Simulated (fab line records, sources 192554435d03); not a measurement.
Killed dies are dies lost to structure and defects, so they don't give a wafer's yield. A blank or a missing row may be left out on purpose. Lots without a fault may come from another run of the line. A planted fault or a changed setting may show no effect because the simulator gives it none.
Which tool did it? | flow n5_finfet | 9 lots, 27 wafers sampled, at 5 steps of a route of 1938

WHAT THE GAUGES READ, wafer by wafer
N5_BEOL_M4_RC_MEAS_101. Usual: DIBL_N 35.3 mV/V, standard deviation 1.5; DIBL_P 35.3 mV/V, standard deviation 1.9; IOFF_N 0.145 nA/um, standard deviation 0.027; IOFF_P 0.20 nA/um, standard deviation 0.033; ION_N 670 uA/um, standard deviation 12; ION_P 462 uA/um, standard deviation 6.8; SS_N 71.3 mV/dec, standard deviation 0.6; SS_P 73.1 mV/dec, standard deviation 0.7; VT_N 251 mV, standard deviation 3.4; VT_P -251 mV, standard deviation 3.2.
lot  | measured     | on        | DIBL_N (mV/V)  | DIBL_P (mV/V)  | IOFF_N (nA/um)    | IOFF_P (nA/um) | ION_N (uA/um) | ION_P (uA/um) | SS_N (mV/dec)  | SS_P (mV/dec)  | VT_N (mV)   | VT_P (mV)      | flag
L677 | day 10 06:46 | prober-01 | 34.0 35.1 34.4 | 34.3 34.7 34.0 | 0.135 0.151 0.135 | 0.19 0.20 0.19 | 681 682 681   | 471 466 467   | 70.8 70.5 70.9 | 72.8 72.7 71.7 | 251 246 252 | -250 -248 -250 |
L676 | day 10 16:01 | prober-02 | 39.0 35.8 36.0 | 40.1 36.8 36.7 | 0.230 0.172 0.174 | 0.33 0.25 0.25 | 693 676 679   | 476 474 471   | 72.4 72.2 71.8 | 75.6 73.9 73.8 | 247 245 252 | -242 -241 -246 |
L679 | day 11 00:26 | prober-01 | 35.3 32.1 34.6 | 35.3 31.7 35.5 | 0.149 0.108 0.132 | 0.23 0.17 0.21 | 674 662 664   | 465 460 462   | 71.1 70.5 71.6 | 73.4 71.9 72.2 | 251 254 253 | -250 -250 -246 |
L680 | day 11 01:06 | prober-02 | 33.6 33.6 34.0 | 32.8 33.8 34.8 | 0.111 0.130 0.126 | 0.17 0.20 0.20 | 659 674 656   | 452 474 458   | 70.7 70.3 71.2 | 71.5 72.5 72.3 | 256 249 255 | -253 -250 -248 |
L681 | day 11 10:58 | prober-01 | 34.0 31.6 35.0 | 34.9 31.7 35.7 | 0.120 0.090 0.139 | 0.19 0.15 0.20 | 654 637 672   | 458 446 465   | 70.6 70.3 70.4 | 72.7 72.0 73.0 | 256 260 252 | -250 -251 -249 |
L682 | day 11 13:35 | prober-02 | 38.1 34.4 34.9 | 38.5 35.4 35.4 | 0.190 0.132 0.134 | 0.24 0.20 0.20 | 674 662 651   | 465 463 452   | 71.6 70.5 72.0 | 74.1 73.4 72.8 | 246 251 250 | -246 -251 -250 |
L691 | day 13 16:16 | prober-01 | 36.1 36.3 35.4 | 34.9 35.3 35.1 | 0.148 0.159 0.150 | 0.18 0.19 0.19 | 668 676 662   | 454 462 461   | 71.4 71.4 71.5 | 73.0 73.0 73.4 | 251 248 247 | -255 -253 -252 |
L692 | day 13 19:15 | prober-02 | 36.9 35.1 37.1 | 37.1 34.1 36.7 | 0.151 0.120 0.148 | 0.21 0.18 0.22 | 667 663 658   | 460 465 456   | 71.1 71.8 71.5 | 73.5 72.4 73.8 | 248 254 250 | -249 -250 -248 |
L693 | day 13 23:03 | prober-01 | 36.4 35.1 34.8 | 36.2 34.7 33.9 | 0.156 0.147 0.126 | 0.21 0.19 0.17 | 663 675 657   | 459 458 457   | 71.5 70.4 70.7 | 73.0 72.8 72.9 | 250 249 252 | -249 -250 -255 |

N5_PASSIVATION_CD_MEAS_30: target cd 4000 nm. Usual: cd_nm 3999.0 nm, standard deviation 1.8.
lot  | measured     | on        | cd_nm (nm)           | flag
L677 | day 14 10:48 | cd_sem-01 | 3999.4 3999.4 3999.5 |
L676 | day 15 00:45 | cd_sem-02 | 3999.1 3999.2 4000.2 |
L679 | day 15 05:29 | cd_sem-03 | 4001.2 3997.1 4002.2 |
L680 | day 15 06:13 | cd_sem-02 | 3997.8 3999.2 4000.4 |
L681 | day 15 15:31 | cd_sem-01 | 4000.3 4001.2 4000.4 |
L682 | day 15 15:51 | cd_sem-03 | 3996.7 3999.9 4001.6 |
L691 | day 18 02:10 | cd_sem-03 | 3999.6 3997.5 3995.1 |
L692 | day 18 01:29 | cd_sem-03 | 3995.6 3998.0 3998.7 |
L693 | day 18 01:50 | cd_sem-03 | 3998.3 4000.0 3998.2 |

N5_PASSIVATION_INSPECT_64: inspects for defects (macro). Usual: raw_defect_count 2.2, standard deviation 1.5.
lot  | measured     | on                | raw_defect_count | flag
L677 | day 14 10:51 | defect_inspect-02 | 2 3 1            |
L676 | day 15 00:48 | defect_inspect-02 | 2 2 1            |
L679 | day 15 05:33 | defect_inspect-02 | 2 2 3            |
L680 | day 15 06:17 | defect_inspect-02 | 3 2 3            |
L681 | day 15 15:34 | defect_inspect-01 | 1 3 2            |
L682 | day 15 15:55 | defect_inspect-01 | 2 2 2            |
L691 | day 18 02:13 | defect_inspect-02 | 0 5 6            |
L692 | day 18 01:32 | defect_inspect-01 | 1 4 5            |
L693 | day 18 01:53 | defect_inspect-01 | 2 2 3            |

WHICH TOOL RAN EACH LOT (tool, then ch and the chambers of the sampled wafers, then the start)
lot  | N5_PASSIVATION_PECVD_01         | N5_PASSIVATION_AL_DEP_21
L677 | pecvd-01 ch 0,1,2, day 14 06:29 | pvd_sputter-03, day 14 10:19
L676 | pecvd-04 ch 0,2, day 14 19:16   | pvd_sputter-03, day 15 00:09
L679 | pecvd-04 ch 0,2, day 15 02:37   | pvd_sputter-03, day 15 04:54
L680 | pecvd-04 ch 0,1,2, day 15 03:02 | pvd_sputter-03, day 15 05:37
L681 | pecvd-04 ch 1,2, day 15 11:25   | pvd_sputter-03, day 15 14:55
L682 | pecvd-01 ch 0,2, day 15 12:28   | pvd_sputter-03, day 15 15:16
L691 | pecvd-04 ch 0,1, day 17 18:10   | pvd_sputter-02, day 18 01:42
L692 | pecvd-01 ch 2, day 17 18:11     | pvd_sputter-02, day 18 01:01
L693 | pecvd-04 ch 0,2, day 17 21:41   | pvd_sputter-02, day 18 01:22
- N5_PASSIVATION_PECVD_01: deposits SiNx from SiH4/NH3/N2, target thk 200 nm, time 43.2 s.
- N5_PASSIVATION_AL_DEP_21: deposits Al, target thk 2800 nm, time 170 s.

WHAT THE TOOLS THEMSELVES READ (means of the sampled wafers that have a number; where no wafer has one, the mark that the record gives instead)
N5_PASSIVATION_PECVD_01. Usual: chamber_pressure_Torr 4.900 Torr, standard deviation 0.0098; heater_power_w 381 W, standard deviation 91; showerhead_plenum_p_Torr 8.67 Torr, standard deviation 0.068; throttle_valve_pct 30.3 %, standard deviation 2.1.
lot  | tool     | chamber_pressure_Torr (Torr) | heater_power_w (W) | showerhead_plenum_p_Torr (Torr) | throttle_valve_pct (%) | flag
L677 | pecvd-01 | 4.906                        | 414                | 8.64                            | 31.3                   |
L676 | pecvd-04 | 4.894                        | 413                | 8.70                            | 30.4                   |
L679 | pecvd-04 | 4.904                        | 363                | 8.70                            | 30.6                   |
L680 | pecvd-04 | 4.886                        | 339                | 8.69                            | 29.6                   |
L681 | pecvd-04 | 4.901                        | 408                | 8.66                            | 28.8                   |
L682 | pecvd-01 | 4.904                        | 415                | 8.68                            | 33.0                   |
L691 | pecvd-04 | 4.896                        | 423                | 8.67                            | 31.1                   |
L692 | pecvd-01 | 4.896                        | 243                | 8.57                            | 30.0                   |
L693 | pecvd-04 | 4.894                        | 386                | 8.70                            | 30.8                   |

N5_PASSIVATION_AL_DEP_21. Usual: cathode_dc_power_W 30000 W, standard deviation 5.8; chamber_pressure_pa 0.4001 Pa, standard deviation 0.00086; throttle_valve_pct 29.9 %, standard deviation 0.86.
lot  | tool           | cathode_dc_power_W (W) | chamber_pressure_pa (Pa) | throttle_valve_pct (%) | flag
L677 | pvd_sputter-03 | 29999                  | 0.4001                   | 30.8                   |
L676 | pvd_sputter-03 | 30001                  | 0.4002                   | 30.4                   |
L679 | pvd_sputter-03 | 29997                  | 0.4002                   | 30.0                   |
L680 | pvd_sputter-03 | 30005                  | 0.3997                   | 30.0                   |
L681 | pvd_sputter-03 | 30004                  | 0.4001                   | 30.5                   |
L682 | pvd_sputter-03 | 30002                  | 0.4002                   | 30.6                   |
L691 | pvd_sputter-02 | 30004                  | 0.3998                   | 29.6                   |
L692 | pvd_sputter-02 | 30003                  | 0.4004                   | 29.9                   |
L693 | pvd_sputter-02 | 30000                  | 0.3998                   | 29.6                   |

THE ANSWER, worked out from the rows above alone
Rule: a lot is off if the mean of its wafers that have a number lies more than 3 standard deviations from the usual mean. A lot without any number at a reading at which 4 lots or more have one is off too. The other lots that the step has rows for count as sound. The gauges are gone through in route order, then the tools' own readings, and for those a lot's mean is taken as printed above. The first step at which some lot is off is used, and at that step the reading that is off furthest; a lot without a number counts as furthest.
No lot is off at any reading shown: from this, nothing can be told.

WHAT THE SIMULATOR HAD PUT IN
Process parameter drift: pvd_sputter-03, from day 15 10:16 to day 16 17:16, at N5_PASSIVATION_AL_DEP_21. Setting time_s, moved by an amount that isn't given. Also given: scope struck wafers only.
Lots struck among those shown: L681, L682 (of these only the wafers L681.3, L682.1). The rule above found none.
